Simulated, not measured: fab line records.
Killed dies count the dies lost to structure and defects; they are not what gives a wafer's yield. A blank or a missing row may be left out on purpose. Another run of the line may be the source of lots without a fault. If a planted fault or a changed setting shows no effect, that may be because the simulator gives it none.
Struck lot and sound lot, side by side | flow n5 finfet | 41 out of 1938 route steps
Sound: wafers L451.1, L451.3, L451.4. Struck: wafer L465.5 (left out: L465.2, L465.4 of the same lot, which were not struck); the cause appears at the end.
Each step with rows lists, per side, the tool, then ch with its chambers, then its first start. Under that, the readings that differ: sound wafers | struck wafers | difference of the means | sigmas: that difference in standard deviations of wafers without a fault.
alike: readings with means less than 2 such deviations apart, plus words and numbers identical on both sides. not compared: withheld readings, readings lacking a value on some wafer, bounds such as >300 that could conceal the same value, and numbers that have no deviation in the record and whose values overlap.
The two part at a step that has a row with sigmas, a row that says differs or no value, or rows on one side only. Numbers that have no deviation but don't overlap get no sigmas and don't part them. A reading that every wafer of one side lacks parts them only if that side has two wafers or more.

N5_BEOL_M11_STRIP_77: strips in N2/H2, time 10 s.
  sound: rie diel-04 ch 1,2,3; struck: rie diel-03 ch 2
  reading               | sound          | struck | difference | sigmas
  oes product au (a.u.) | 0.72 0.88 0.94 | 0.69   | -0.16      | -2
  alike: drypump motor current A, h2 flow sccm, rf vpp V, showerhead plenum p Torr, throttle valve pct
  not compared: rf hours counter h
N5_BEOL_M11_OCD_MEAS_38:
  sound on ocd-01 at day 11 08:17; struck on ocd-01 at day 14 12:37
  alike: trench depth nm
then, 4 steps without rows for these wafers: N5_BEOL_M11_HM_STRIP_39 (strips TiN in peroxide tin strip, target depth 25 nm, time 158 s); N5_BEOL_M11_SRD_40 (time 30 s); N5_BEOL_M11_PRECLEAN_42 (cleans in residue remover, time 60 s); N5_BEOL_M11_SRD_43 (time 30 s).
N5_BEOL_M11_CD_MEAS_35 targets a cd of 70 nm.
  sound on cd sem-02 at day 11 08:26; struck on cd sem-02 at day 14 12:46
  alike: cd nm
then, 4 steps without rows for these wafers: N5_BEOL_M11_CURE_72 (cures SiCOH lowk, time 120 s); N5_BEOL_M11_DEGAS_44 (time 60 s); N5_BEOL_M11_PRE_CLEAN_45 (time 30 s); N5_BEOL_M11_ALD_74 (deposits TaN, target thk 2 nm, pulse time 2 s, purge time 3 s).
N5_BEOL_M11_SURFACE_TREAT_76:
  sound on pvd sputter-03 at day 11 10:30; struck on pvd sputter-02 at day 14 13:45
  not compared: throttle valve pct
N5_BEOL_M11_CVD_75: deposits Co from CCTBA/H2, target thk 2 nm, time 138.9 s.
  sound on cvd co-01 ch 1,2, day 11 10:34; struck on cvd co-01 ch 0,1,2, day 14 13:49
then, 4 steps without rows for these wafers: N5_BEOL_M11_SPUTTER_48 (material Cu, target thk 12 nm, time 2 s); N5_BEOL_M11_ECD_50 (material Cu, target thk 318 nm); N5_BEOL_M11_ANNEAL_51 (time 90 s); N5_BEOL_M11_CMP_52 (polishes, stops on SiCOH lowk, t overpolish 7 s, target thk 140 nm).
N5_BEOL_M11_THK_MEAS_53: measures by xrf.
  sound on film metro-01 at day 11 11:32; struck on film metro-02 at day 14 15:01
  alike: M11_THK
then, 2 steps without rows for these wafers: N5_BEOL_M11_PRE_CLEAN_55 (time 15 s); N5_BEOL_M11_DEP_56 (deposits SiCN from 3MS/NH3, target thk 30 nm, time 10.5 s).
N5_BEOL_M11_RS_MEAS_57: the measuring method here is four-point-probe.
  sound on film metro-01 at day 11 11:40; struck on film metro-02 at day 14 15:08
  alike: M11_RS
then, 1 step without rows for these wafers: N5_BEOL_M12_ILD_DEP_00 (deposits SiOC from DEMS/O2, target thk 658.92 nm, time 130.7 s).
N5_BEOL_M12_THK_MEAS_01:
  sound on film metro-01 at day 11 11:52; struck on film metro-01 at day 14 15:20
  alike: M12_ILD_THK
then, 8 steps without rows for these wafers: N5_BEOL_M12_COAT_58 (time 60 s, resist thk 89 nm); N5_BEOL_M12_COAT_04 (resist thk 400 nm); N5_BEOL_M12_EBR_06; N5_BEOL_M12_SOFTBAKE_05 (time 60 s); N5_BEOL_M12_EXPOSE_07 (exposes mask V11); N5_BEOL_M12_PEB_08 (peb time 90 s); N5_BEOL_M12_DEVELOP_09 (develop time 45 s); N5_BEOL_M12_HARDBAKE_14 (time 120 s).
N5_BEOL_M12_CD_MEAS_10 targets a cd of 140 nm.
  sound on cd sem-01 ch 0, day 11 12:17; struck on cd sem-03 ch 0, day 14 15:38
  reading    | sound             | struck | difference | sigmas
  cd nm (nm) | 144.3 142.5 142.6 | 136.7  | -6.4       | -4
N5_BEOL_M12_OVL_MEAS_11:
  sound on overlay-01 ch 0, day 11 12:19; struck on overlay-01 ch 0, day 14 15:40
  alike: V11_OVL
N5_BEOL_M12_DESCUM_15: chemistry O2, time 7.9 s.
  sound on rie diel-02 ch 1,3, day 11 12:23; struck on rie diel-02 ch 2, day 14 15:43
  alike: drypump motor current A, oes product au, rf vpp V, showerhead plenum p Torr, throttle valve pct
  not compared: rf hours counter h
N5_BEOL_M12_ETCH_59: etches BARC in N2/H2, target depth 89 nm, overetch 26.7 nm, time 67.9 s.
  sound on rie diel-02 ch 1,3, day 11 12:25; struck on rie diel-02 ch 2, day 14 15:45
  alike: drypump motor current A, h2 flow sccm, oes product au, rf vpp V, showerhead plenum p Torr, throttle valve pct
  not compared: rf hours counter h
then, 1 step without rows for these wafers: N5_BEOL_M12_VIA_ETCH_16 (etches SiOC in C4F8/O2/Ar, target depth 724.8 nm).
N5_BEOL_M12_STRIP_63: strips in N2/H2.
  sound on plasma asher-01 ch 0,1, day 11 12:40; struck on plasma asher-02 ch 1, day 14 16:00
  reading            | sound       | struck | difference | sigmas
  heater power w (W) | 401 384 362 | 299    | -83        | -2
  alike: drypump motor current A, h2 flow sccm, oes product au, strip time to endpoint s
  not compared: rf hours counter h
then, 3 steps without rows for these wafers: N5_BEOL_M12_STRIP_64 (strips in N2/H2); N5_BEOL_M12_STRIP_71 (strips in post etch residue remover, time 60 s); N5_BEOL_M12_SRD_72 (time 30 s, dry time 30 s).
N5_PASSIVATION_PROBE_49:
  sound on prober-02 at day 13 10:38; struck on prober-02 at day 16 05:18
  reading                  | sound          | struck | difference | sigmas
  defect limited yield (%) | 94.2 91.2 92.4 | 81.8   | -10.8      | -7
  killed_at_M4_up          | 8 12 10        | 133    | +123       | +21
  killed at other          | 1 0 2          | 9      | +8         | +3
  killed dies              | 69 104 90      | 215    | +127       | +7
  sort_bin_5_function (%)  | 3.4 5.7 4.9    | 10.9   | +6.2       | +6
  sort_bin_6_memory (%)    | 2.2 3.1 2.2    | 4.2    | +1.7       | +2
  sort n pass              | 1111 1076 1090 | 965    | -127       | -7
  sort yield pct (%)       | 94.2 91.2 92.4 | 81.8   | -10.8      | -7
  alike: killed_at_M0_to_M3, killed at contacts, killed at front end, killed on rim, killed open, killed short, sort_bin_4_leakage, sort_bin_8_speed

WHERE THEY PART
At N5_BEOL_M11_STRIP_77 first; at N5_PASSIVATION_PROBE_49 last (within this record only).

WHY: the cause the simulator had injected
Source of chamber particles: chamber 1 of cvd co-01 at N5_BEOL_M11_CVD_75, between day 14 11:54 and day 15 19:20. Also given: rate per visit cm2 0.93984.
